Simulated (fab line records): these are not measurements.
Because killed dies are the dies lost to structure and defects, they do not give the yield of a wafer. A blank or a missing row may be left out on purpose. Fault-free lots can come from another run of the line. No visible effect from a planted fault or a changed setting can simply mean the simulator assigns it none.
Matching of chambers || flow nand-harc || NHARC_A_DECK1_JOINT_CMP_02 on cmp-03 has 4 sister chambers
The step polishes SiOx. 4 wafers are shown with their chamber, then 8 later ones without.

## EACH WAFER AND ITS CHAMBER
{"wafer": "L081.1", "chamber": 3, "motor-current-A (A)": 9.1}
{"wafer": "L087.4", "chamber": 1, "motor-current-A (A)": 10.5}
{"wafer": "L087.5", "chamber": 0, "motor-current-A (A)": 12.9}
{"wafer": "L088.2", "chamber": 2, "motor-current-A (A)": 12.0}

## WAFERS MISSING THEIR CHAMBER
{"wafer": "L088.5", "motor-current-A (A)": 12.9}
{"wafer": "L088.6", "motor-current-A (A)": 9.8}
{"wafer": "L094.1", "motor-current-A (A)": 13.2}
{"wafer": "L094.2", "motor-current-A (A)": 11.4}
{"wafer": "L094.4", "motor-current-A (A)": 9.1}
{"wafer": "L096.1", "motor-current-A (A)": 10.7}
{"wafer": "L096.3", "motor-current-A (A)": 12.7}
{"wafer": "L096.5", "motor-current-A (A)": 12.4}

## WHICH CHAMBER EACH ONE RAN IN
{"wafer": "L088.5", "from the rows above": 0, "in truth": 0}
{"wafer": "L088.6", "from the rows above": "can't be placed: 1 or 3", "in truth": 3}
{"wafer": "L094.1", "from the rows above": 0, "in truth": 0}
{"wafer": "L094.2", "from the rows above": "can't be placed: 2 or 1", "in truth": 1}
{"wafer": "L094.4", "from the rows above": 3, "in truth": 3}
{"wafer": "L096.1", "from the rows above": 1, "in truth": 1}
{"wafer": "L096.3", "from the rows above": "can't be placed: 0 or 2", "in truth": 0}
{"wafer": "L096.5", "from the rows above": "can't be placed: 2 or 0", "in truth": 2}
Correct placement for 4 of the 8. Cannot be placed on the basis of these rows: 4; the candidates contain the true chamber in 4. Wrongly placed: 0.
How it was worked out, from the rows above alone: a wafer's distance from a chamber is the root of the sum, over the readings, of the square of ((its reading less the chamber's mean) divided by the reading's scatter). If the next closest chamber is less than 2 further off than the closest, the wafer can't be placed; otherwise it belongs to the closest. For every chamber, the mean is computed from those of its wafers that are shown. The scatter (one wafer shown for each chamber): square how far every hidden wafer sits from the nearest shown wafer, average those squares and take the square root.
